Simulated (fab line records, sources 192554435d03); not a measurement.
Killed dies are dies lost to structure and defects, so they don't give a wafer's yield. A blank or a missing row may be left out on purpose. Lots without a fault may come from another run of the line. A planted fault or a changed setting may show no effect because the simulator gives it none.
Split-lot experiment | flow n5_finfet | 7 lots, 21 wafers read, on a route of 1938 steps

THE SPLIT
At N5_BEOL_M6_TRENCH_ETCH_37 (etches SiCOH lowk in C4F6/O2, target depth 94.435 nm, time 31.5 s), the setting bias_w was moved away from the recipe's 185 W on 7 of the 21 wafers read, by -10.2% to +8.5%. The other wafers ran this setting at the recipe's value.

The reading is taken at the split's own step.

THE READING
rf_vpp_V, in V, at N5_BEOL_M6_TRENCH_ETCH_37 (etches SiCOH lowk in C4F6/O2, target depth 94.435 nm, time 31.5 s). Fault-free wafers of this fab line usually give 662 V, standard deviation 16 V.

wafer  | tool, chamber at the split | bias_w as run, W | against the recipe | rf_vpp_V, V | against lot-mates on the recipe
L075.2 | rie_diel-06, 3             | 185              | recipe             | 669         | -
L075.3 | rie_diel-06, 1             | 185              | recipe             | 681         | -
L075.4 | rie_diel-06, 0             | 185              | recipe             | 635         | -
L078.1 | rie_diel-03, 0             | 185              | recipe             | 622         | -
L078.2 | rie_diel-03, 1             | 185              | recipe             | 660         | -
L078.5 | rie_diel-03, 3             | 185              | recipe             | 666         | -
L081.3 | rie_diel-03, 3             | 185              | recipe             | 666         | -
L081.5 | rie_diel-03, 0             | 171.3            | -7.4%              | 587         | -75
L081.6 | rie_diel-03, 1             | 185              | recipe             | 658         | -
L080.2 | rie_diel-01, 0             | 200.7            | +8.5%              | 716         | +43
L080.4 | rie_diel-01, 2             | 200.7            | +8.5%              | 709         | +36
L080.6 | rie_diel-01, 0             | 185              | recipe             | 673         | -
L087.3 | rie_diel-06, 1             | 198.3            | +7.2%              | 718         | +56
L087.4 | rie_diel-06, 2             | 185              | recipe             | 644         | -
L087.6 | rie_diel-06, 1             | 185              | recipe             | 680         | -
L093.4 | rie_diel-01, 1             | 185              | recipe             | 670         | -
L093.5 | rie_diel-01, 0             | 174.4            | -5.7%              | 642         | -28
L093.6 | rie_diel-01, 1             | 174.4            | -5.7%              | 638         | -32
L096.2 | rie_diel-06, 3             | 185              | recipe             | 669         | -
L096.4 | rie_diel-06, 1             | 185              | recipe             | 679         | -
L096.5 | rie_diel-06, 0             | 166.1            | -10.2%             | 581         | -93

THE FIT
A straight line over all 21 wafers: rf_vpp_V changes by +6.88 V for each +1% of bias_w; r = +0.89; the points scatter about the line by 17 V.
The same after taking each lot's own level away (the mean of its wafers on the recipe; 21 wafers): +6.92 V for each +1%; r = +0.90; scatter 16 V.
On that fit, the largest move of bias_w shifts the reading by 71 V.
The lots' own levels span 649.3 to 674.0 V, that is 1.5 times the standard deviation above.
So the lot-to-lot level changes the slope little: the two slopes agree.
Check: with one of the wafers moved furthest among these (-10.2%) left out of the fit, the line predicts -65.7 V for it against its lot-mates. It came out at -93 V against them.
Tool readings at the split's step, against how far the setting was moved: rf_vpp_V r = +0.89.

OTHER SPLITS ON THESE WAFERS
These wafers also went through other splits before the reading. Each is held against what the fit with the lots' levels taken away leaves over:
other split on the same wafers | wafers away from the commonest value | r with rf_vpp_V (lot level and that fit taken away)
N5_BEOL_M4_COAT_76 spin_rpm    | 4                                    | -0.02
N5_BEOL_M5_COAT_66 spin_rpm    | 9                                    | -0.07
N5_BEOL_M5_COAT_74 spin_rpm    | 7                                    | +0.12
N5_BEOL_M6_ETCH_66 bias_w      | 6                                    | -0.23

THE FILE'S OWN FIT
rf_vpp_V changes by +7.65 V for each +1% of bias_w, r = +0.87.
